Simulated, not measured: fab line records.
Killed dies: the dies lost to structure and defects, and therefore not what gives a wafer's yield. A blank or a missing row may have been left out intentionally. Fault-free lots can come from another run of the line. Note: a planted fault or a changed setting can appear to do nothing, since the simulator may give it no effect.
Which tool did it? / flow n5Finfet / Sampling: 15 lots, 45 wafers, 4 of 1938 route steps

## WHAT THE GAUGES READ, wafer by wafer
The record holds no reading of a measuring or inspecting step that can be judged against a usual standard deviation.

## TOOL THAT RAN EACH LOT (tool first, then ch and the chambers of the sampled wafers, then the start)
lot=L920; N5_BEOL_M13_PRE_CLEAN_42=pvdSputter-02, day 12 00:32; N5_BEOL_M13_ANNEAL_48=rtpAnneal-01 ch 0, day 12 02:31; N5_BEOL_M14_ILD_DEP_00=pecvd-03 ch 0,1, day 12 03:17; N5_BEOL_M14_EXPOSE_07=krfScanner-01 ch 0, day 12 03:44
lot=L924; N5_BEOL_M13_PRE_CLEAN_42=pvdSputter-02, day 12 04:23; N5_BEOL_M13_ANNEAL_48=rtpAnneal-01 ch 0, day 12 04:52; N5_BEOL_M14_ILD_DEP_00=pecvd-03 ch 0,2, day 12 05:40; N5_BEOL_M14_EXPOSE_07=krfScanner-01 ch 0, day 12 06:07
lot=L922; N5_BEOL_M13_PRE_CLEAN_42=pvdSputter-01, day 12 07:15; N5_BEOL_M13_ANNEAL_48=rtpAnneal-02 ch 0, day 12 08:40; N5_BEOL_M14_ILD_DEP_00=pecvd-02 ch 0,1, day 12 09:27; N5_BEOL_M14_EXPOSE_07=krfScanner-02 ch 0, day 12 09:53
lot=L923; N5_BEOL_M13_PRE_CLEAN_42=pvdSputter-02, day 12 14:11; N5_BEOL_M13_ANNEAL_48=rtpAnneal-01 ch 0, day 12 14:41; N5_BEOL_M14_ILD_DEP_00=pecvd-04 ch 0,1,2, day 12 15:28; N5_BEOL_M14_EXPOSE_07=krfScanner-02 ch 0, day 12 15:47
lot=L925; N5_BEOL_M13_PRE_CLEAN_42=pvdSputter-03, day 12 15:30; N5_BEOL_M13_ANNEAL_48=rtpAnneal-02 ch 0, day 12 16:25; N5_BEOL_M14_ILD_DEP_00=pecvd-03 ch 0, day 12 17:14; N5_BEOL_M14_EXPOSE_07=krfScanner-02 ch 0, day 12 17:38
lot=L927; N5_BEOL_M13_PRE_CLEAN_42=pvdSputter-03, day 13 12:04; N5_BEOL_M13_ANNEAL_48=rtpAnneal-02 ch 0, day 13 12:38; N5_BEOL_M14_ILD_DEP_00=pecvd-03 ch 0,1, day 13 13:25; N5_BEOL_M14_EXPOSE_07=krfScanner-01 ch 0, day 13 13:44
lot=L929; N5_BEOL_M13_PRE_CLEAN_42=pvdSputter-01, day 14 03:29; N5_BEOL_M13_ANNEAL_48=rtpAnneal-02 ch 0, day 14 04:01; N5_BEOL_M14_ILD_DEP_00=pecvd-03 ch 0,2, day 14 04:45; N5_BEOL_M14_EXPOSE_07=krfScanner-02 ch 0, day 14 05:12
lot=L931; N5_BEOL_M13_PRE_CLEAN_42=pvdSputter-03, day 14 04:05; N5_BEOL_M13_ANNEAL_48=rtpAnneal-02 ch 0, day 14 04:49; N5_BEOL_M14_ILD_DEP_00=pecvd-02 ch 0,1,2, day 14 05:47; N5_BEOL_M14_EXPOSE_07=krfScanner-01 ch 0, day 14 06:13
lot=L930; N5_BEOL_M13_PRE_CLEAN_42=pvdSputter-01, day 14 13:56; N5_BEOL_M13_ANNEAL_48=rtpAnneal-01 ch 0, day 14 14:28; N5_BEOL_M14_ILD_DEP_00=pecvd-04 ch 0,1, day 14 15:12; N5_BEOL_M14_EXPOSE_07=krfScanner-02, day 14 15:39
lot=L933; N5_BEOL_M13_PRE_CLEAN_42=pvdSputter-02, day 14 16:14; N5_BEOL_M13_ANNEAL_48=rtpAnneal-01 ch 0, day 14 16:53; N5_BEOL_M14_ILD_DEP_00=pecvd-02 ch 0,1,2, day 14 17:40; N5_BEOL_M14_EXPOSE_07=krfScanner-02, day 14 17:59
lot=L932; N5_BEOL_M13_PRE_CLEAN_42=pvdSputter-02, day 14 19:17; N5_BEOL_M13_ANNEAL_48=rtpAnneal-01 ch 0, day 14 19:49; N5_BEOL_M14_ILD_DEP_00=pecvd-04 ch 0,1, day 14 20:36; N5_BEOL_M14_EXPOSE_07=krfScanner-02, day 14 20:55
lot=L939; N5_BEOL_M13_PRE_CLEAN_42=pvdSputter-03, day 16 08:10; N5_BEOL_M13_ANNEAL_48=rtpAnneal-01 ch 0, day 16 08:48; N5_BEOL_M14_ILD_DEP_00=pecvd-04 ch 1,2, day 16 09:35; N5_BEOL_M14_EXPOSE_07=krfScanner-02 ch 0, day 16 10:02
lot=L941; N5_BEOL_M13_PRE_CLEAN_42=pvdSputter-03, day 17 01:35; N5_BEOL_M13_ANNEAL_48=rtpAnneal-01 ch 0, day 17 03:04; N5_BEOL_M14_ILD_DEP_00=pecvd-04 ch 0,2, day 17 03:48; N5_BEOL_M14_EXPOSE_07=krfScanner-01 ch 0, day 17 04:16
lot=L940; N5_BEOL_M13_PRE_CLEAN_42=pvdSputter-03, day 17 01:55; N5_BEOL_M13_ANNEAL_48=rtpAnneal-02 ch 0, day 17 03:20; N5_BEOL_M14_ILD_DEP_00=pecvd-04 ch 0,1,2, day 17 04:05; N5_BEOL_M14_EXPOSE_07=krfScanner-01 ch 0, day 17 04:25
lot=L942; N5_BEOL_M13_PRE_CLEAN_42=pvdSputter-03, day 17 08:51; N5_BEOL_M13_ANNEAL_48=rtpAnneal-01 ch 0, day 17 09:23; N5_BEOL_M14_ILD_DEP_00=pecvd-03 ch 0,2, day 17 10:08; N5_BEOL_M14_EXPOSE_07=krfScanner-02 ch 0, day 17 10:32
- N5_BEOL_M13_PRE_CLEAN_42: time 30 s.
- N5_BEOL_M13_ANNEAL_48: time 90 s.
- N5_BEOL_M14_ILD_DEP_00: deposits SiO2 from TEOS/O2, target thk 1119.3 nm, time 237.4 s.
- N5_BEOL_M14_EXPOSE_07: exposes mask V13.

## WHAT THE TOOLS THEMSELVES READ (means of the sampled wafers that have a number; where no wafer has one, the mark that the record gives instead)
N5_BEOL_M13_PRE_CLEAN_42.
lot=L920; tool=pvdSputter-02; heaterPowerW (W)=325
lot=L924; tool=pvdSputter-02; heaterPowerW (W)=326
lot=L922; tool=pvdSputter-01; heaterPowerW (W)=323
lot=L923; tool=pvdSputter-02; heaterPowerW (W)=342
lot=L925; tool=pvdSputter-03; heaterPowerW (W)=309
lot=L927; tool=pvdSputter-03; heaterPowerW (W)=313
lot=L929; tool=pvdSputter-01; heaterPowerW (W)=311
lot=L931; tool=pvdSputter-03; heaterPowerW (W)=309
lot=L930; tool=pvdSputter-01; heaterPowerW (W)=283
lot=L933; tool=pvdSputter-02; heaterPowerW (W)=357
lot=L932; tool=pvdSputter-02; heaterPowerW (W)=346
lot=L939; tool=pvdSputter-03; heaterPowerW (W)=315
lot=L941; tool=pvdSputter-03; heaterPowerW (W)=302
lot=L940; tool=pvdSputter-03; heaterPowerW (W)=303
lot=L942; tool=pvdSputter-03; heaterPowerW (W)=307

N5_BEOL_M13_ANNEAL_48.
lot=L920 tool=rtpAnneal-01 wafer_temp_C_max=226.50
lot=L924 tool=rtpAnneal-01 wafer_temp_C_max=226.30
lot=L922 tool=rtpAnneal-02 wafer_temp_C_max=226.47
lot=L923 tool=rtpAnneal-01 wafer_temp_C_max=226.35
lot=L925 tool=rtpAnneal-02 wafer_temp_C_max=226.25
lot=L927 tool=rtpAnneal-02 wafer_temp_C_max=226.45
lot=L929 tool=rtpAnneal-02 wafer_temp_C_max=226.31
lot=L931 tool=rtpAnneal-02 wafer_temp_C_max=226.31
lot=L930 tool=rtpAnneal-01 wafer_temp_C_max=226.05
lot=L933 tool=rtpAnneal-01 wafer_temp_C_max=226.18
lot=L932 tool=rtpAnneal-01 wafer_temp_C_max=226.32
lot=L939 tool=rtpAnneal-01 wafer_temp_C_max=226.17
lot=L941 tool=rtpAnneal-01 wafer_temp_C_max=226.20
lot=L940 tool=rtpAnneal-02 wafer_temp_C_max=226.15
lot=L942 tool=rtpAnneal-01 wafer_temp_C_max=226.11

N5_BEOL_M14_ILD_DEP_00.
lot=L920; tool=pecvd-03; heaterPowerW (W)=415; showerheadPlenumPTorr (Torr)=8.354; showerheadVppV (V)=1868; throttleValvePct (%)=20.3
lot=L924; tool=pecvd-03; heaterPowerW (W)=550; showerheadPlenumPTorr (Torr)=8.352; showerheadVppV (V)=1924; throttleValvePct (%)=19.6
lot=L922; tool=pecvd-02; heaterPowerW (W)=599; showerheadPlenumPTorr (Torr)=8.337; showerheadVppV (V)=1780; throttleValvePct (%)=18.6
lot=L923; tool=pecvd-04; heaterPowerW (W)=650; showerheadPlenumPTorr (Torr)=8.351; showerheadVppV (V)=1834; throttleValvePct (%)=17.6
lot=L925; tool=pecvd-03; heaterPowerW (W)=393; showerheadPlenumPTorr (Torr)=8.352; showerheadVppV (V)=1884; throttleValvePct (%)=19.8
lot=L927; tool=pecvd-03; heaterPowerW (W)=425; showerheadPlenumPTorr (Torr)=8.338; showerheadVppV (V)=1884; throttleValvePct (%)=20.2
lot=L929; tool=pecvd-03; heaterPowerW (W)=603; showerheadPlenumPTorr (Torr)=8.348; showerheadVppV (V)=1924; throttleValvePct (%)=19.3
lot=L931; tool=pecvd-02; heaterPowerW (W)=547; showerheadPlenumPTorr (Torr)=8.364; showerheadVppV (V)=1832; throttleValvePct (%)=18.3
lot=L930; tool=pecvd-04; heaterPowerW (W)=708; showerheadPlenumPTorr (Torr)=8.352; showerheadVppV (V)=1930; throttleValvePct (%)=17.5
lot=L933; tool=pecvd-02; heaterPowerW (W)=553; showerheadPlenumPTorr (Torr)=8.355; showerheadVppV (V)=1833; throttleValvePct (%)=18.2
lot=L932; tool=pecvd-04; heaterPowerW (W)=727; showerheadPlenumPTorr (Torr)=8.316; showerheadVppV (V)=1898; throttleValvePct (%)=17.7
lot=L939; tool=pecvd-04; heaterPowerW (W)=755; showerheadPlenumPTorr (Torr)=8.311; showerheadVppV (V)=1772; throttleValvePct (%)=17.7
lot=L941; tool=pecvd-04; heaterPowerW (W)=670; showerheadPlenumPTorr (Torr)=8.363; showerheadVppV (V)=1761; throttleValvePct (%)=17.2
lot=L940; tool=pecvd-04; heaterPowerW (W)=733; showerheadPlenumPTorr (Torr)=8.355; showerheadVppV (V)=1821; throttleValvePct (%)=17.5
lot=L942; tool=pecvd-03; heaterPowerW (W)=637; showerheadPlenumPTorr (Torr)=8.341; showerheadVppV (V)=1944; throttleValvePct (%)=19.3

N5_BEOL_M14_EXPOSE_07.
lot=L920; tool=krfScanner-01; exposureDoseMJCm2=56.91; focusOffsetNm (nm)=0.5
lot=L924; tool=krfScanner-01; exposureDoseMJCm2=57.00; focusOffsetNm (nm)=-0.3
lot=L922; tool=krfScanner-02; exposureDoseMJCm2=56.98; focusOffsetNm (nm)=0.7
lot=L923; tool=krfScanner-02; exposureDoseMJCm2=57.01; focusOffsetNm (nm)=-0.0
lot=L925; tool=krfScanner-02; exposureDoseMJCm2=56.94; focusOffsetNm (nm)=-0.1
lot=L927; tool=krfScanner-01; exposureDoseMJCm2=56.95; focusOffsetNm (nm)=0.3
lot=L929; tool=krfScanner-02; exposureDoseMJCm2=56.93; focusOffsetNm (nm)=0.2
lot=L931; tool=krfScanner-01; exposureDoseMJCm2=57.03; focusOffsetNm (nm)=-0.8
lot=L930; tool=krfScanner-02; exposureDoseMJCm2=-; focusOffsetNm (nm)=-
lot=L933; tool=krfScanner-02; exposureDoseMJCm2=-; focusOffsetNm (nm)=-
lot=L932; tool=krfScanner-02; exposureDoseMJCm2=-; focusOffsetNm (nm)=-
lot=L939; tool=krfScanner-02; exposureDoseMJCm2=56.95; focusOffsetNm (nm)=-0.2
lot=L941; tool=krfScanner-01; exposureDoseMJCm2=57.01; focusOffsetNm (nm)=-0.1
lot=L940; tool=krfScanner-01; exposureDoseMJCm2=57.02; focusOffsetNm (nm)=0.3
lot=L942; tool=krfScanner-02; exposureDoseMJCm2=57.00; focusOffsetNm (nm)=0.3

## THE ANSWER, worked out from the rows above alone
Rule: usual is defined by the lots themselves. Put in order of their means at a reading, lots are off if they are a third of the lots or fewer, leave a main group of 4 or more, and stand apart from it by a gap of 3 or more times the standard deviation of the main group's means; of several such gaps the widest counts. Not used: any main group whose means are identical at the precision the tables above print for the reading. Also off: a lot with no number at a reading for which 4 or more lots have one. Where the step has rows for the other lots, those lots are counted as sound. After the gauges, taken in route order, come the tools' own readings; for these a lot's mean is taken, as printed above. The first step at which some lot is off is used, and at that step the reading that is off furthest; a lot without a number counts as furthest.
Off, at N5_BEOL_M14_EXPOSE_07 on exposureDoseMJCm2: L930, L933, L932. Without a number there: L930, L933, L932. The main group has a mean of 56.98 with a standard deviation of 0.038.
If a tool, at that step or one of the process steps before it, ran each lot that is off and ran no sound lot following the first of them, it fits. No candidate that was tried fits.

## WHAT THE SIMULATOR HAD PUT IN
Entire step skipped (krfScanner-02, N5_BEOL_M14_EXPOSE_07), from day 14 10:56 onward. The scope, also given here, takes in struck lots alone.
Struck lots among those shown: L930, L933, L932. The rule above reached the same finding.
